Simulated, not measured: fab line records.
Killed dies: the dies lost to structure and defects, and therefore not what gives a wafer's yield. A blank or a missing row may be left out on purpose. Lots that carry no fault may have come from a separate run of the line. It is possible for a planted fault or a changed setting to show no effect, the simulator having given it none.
Which tool was responsible? | flow nand-harc | 6 lots, 18 wafers sampled, at 5 steps of a route of 1302

WHAT EACH GAUGE READ, for each wafer
NHARC_END_SORT_01.
lot  | measured     | on        | killed-at-array
L324 | day 26 23:45 | prober-01 | 677 677 677
L326 | day 27 06:42 | prober-01 | 675 676 677

TOOL THAT RAN EACH LOT (tool first, then ch and the chambers of the sampled wafers, then the start)
lot  | NHARC_A_STAIRCASE_ETCH_273                    | NHARC_A_STAIRCASE_ETCH_292         | NHARC_A_STAIRCASE_HM_OPEN_460                 | NHARC_A_STAIRCASE_HM_DEP_462
L320 | rie-diel-08 ch 0,2,3, day 17 13:33 or earlier | rie-diel-13 ch 0,2,3, day 17 13:33 | rie-diel-13 ch 0,3, day 17 16:05 or earlier   | acl-dep-03 ch 0, day 17 16:05
L324 | rie-diel-04 ch 2,3, day 19 05:52 or earlier   | rie-diel-04 ch 0,1,2, day 19 05:52 | rie-diel-04 ch 1,2,3, day 19 10:57 or earlier | acl-dep-01, day 19 10:57
L326 | rie-diel-13 ch 2,3, day 20 01:26 or earlier   | rie-diel-04 ch 1,2, day 20 01:26   | rie-diel-04 ch 1,2, day 20 03:35 or earlier   | acl-dep-03, day 20 03:35
L335 | rie-diel-13 ch 0,1,2, day 23 12:11 or earlier | rie-diel-13 ch 0,1,2, day 23 12:11 | rie-diel-13 ch 0,2,3, day 23 15:28 or earlier | acl-dep-02 ch 0, day 23 15:28
L336 | rie-diel-13 ch 0,3, day 24 23:14 or earlier   | rie-diel-04 ch 2,3, day 24 23:14   | rie-diel-04 ch 2,3, day 25 02:18 or earlier   | acl-dep-03 ch 0, day 25 02:18
L340 | rie-diel-13 ch 1,2,3, day 25 20:13 or earlier | rie-diel-08 ch 1,3, day 25 20:13   | rie-diel-08 ch 1,2,3, day 25 23:23 or earlier | acl-dep-03 ch 0, day 25 23:23
- NHARC_A_STAIRCASE_ETCH_273: etches the open film in C4F8/O2/Ar, target depth 10200 nm, time 2468.6 s.
- NHARC_A_STAIRCASE_ETCH_292: etches the open film in CF4/CHF3.
- NHARC_A_STAIRCASE_HM_OPEN_460: chemistry O2/COS.
- NHARC_A_STAIRCASE_HM_DEP_462: deposits aC, target thk 800 nm.

THE ANSWER, worked out from the rows above alone
Rule: what is usual is taken from the lots themselves. Put in order of their means at a reading, lots are off if they are a third of the lots or fewer, leave a main group of 4 or more, and stand apart from it by a gap of 3 or more times the standard deviation of the main group's means; of several such gaps the widest counts. Not used: any main group whose means are identical at the precision the tables above print for the reading. Also off: a lot with no number at a reading for which 4 or more lots have one. The other lots that the step has rows for count as sound.
No lot is off on any of the readings shown, so nothing can be concluded from this.

WHAT THE SIMULATOR HAD PUT IN
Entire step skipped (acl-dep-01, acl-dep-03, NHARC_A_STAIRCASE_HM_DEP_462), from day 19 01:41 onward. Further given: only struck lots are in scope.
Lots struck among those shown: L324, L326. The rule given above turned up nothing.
